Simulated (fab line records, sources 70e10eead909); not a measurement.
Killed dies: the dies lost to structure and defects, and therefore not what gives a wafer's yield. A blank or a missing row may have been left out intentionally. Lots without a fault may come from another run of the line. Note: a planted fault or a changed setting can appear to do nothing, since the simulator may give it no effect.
Chamber matching -- flow nand-harc -- NHARC_A_STAIRCASE_DEP_322 on pecvd-03: 3 sister chambers
The step deposits SiO2, target thk 3800 nm. 6 wafers are shown with their chamber, then 8 later ones without.

WAFERS, EACH WITH ITS CHAMBER
wafer,chamber,heater-power-w (W)
L087.5,1,537
L088.6,2,574
L090.1,2,653
L090.2,1,613
L090.3,0,596
L094.1,0,555

WAFERS WITH NO CHAMBER GIVEN
wafer,heater-power-w (W)
L094.2,630
L094.5,504
L096.1,658
L096.3,600
L096.5,544
L097.1,602
L097.2,659
L097.3,702

EACH ONE'S CHAMBER
wafer,from the rows above,in truth
L094.2,can't be placed: 2 or 0 or 1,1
L094.5,can't be placed: 1 or 0 or 2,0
L096.1,can't be placed: 2 or 0 or 1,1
L096.3,can't be placed: 2 or 0 or 1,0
L096.5,can't be placed: 1 or 0 or 2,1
L097.1,can't be placed: 2 or 0 or 1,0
L097.2,can't be placed: 2 or 0 or 1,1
L097.3,can't be placed: 2 or 0 or 1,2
Placed correctly: 0 of 8. From these rows, 8 cannot be placed; in 8 the true chamber is one of the candidates. Placed wrongly: 0.
How it was worked out, from the rows above alone: a wafer's distance from a chamber is the root of the sum, over the readings, of the square of ((its reading less the chamber's mean) divided by the reading's scatter). The wafer belongs to the nearest chamber; if the next one is less than 2 further off, it can't be placed. Each chamber's mean is taken over the wafers shown for it. The scatter: the root of (the sum of the squares of (reading less its chamber's mean) over the shown wafers, divided by (wafers less chambers)).
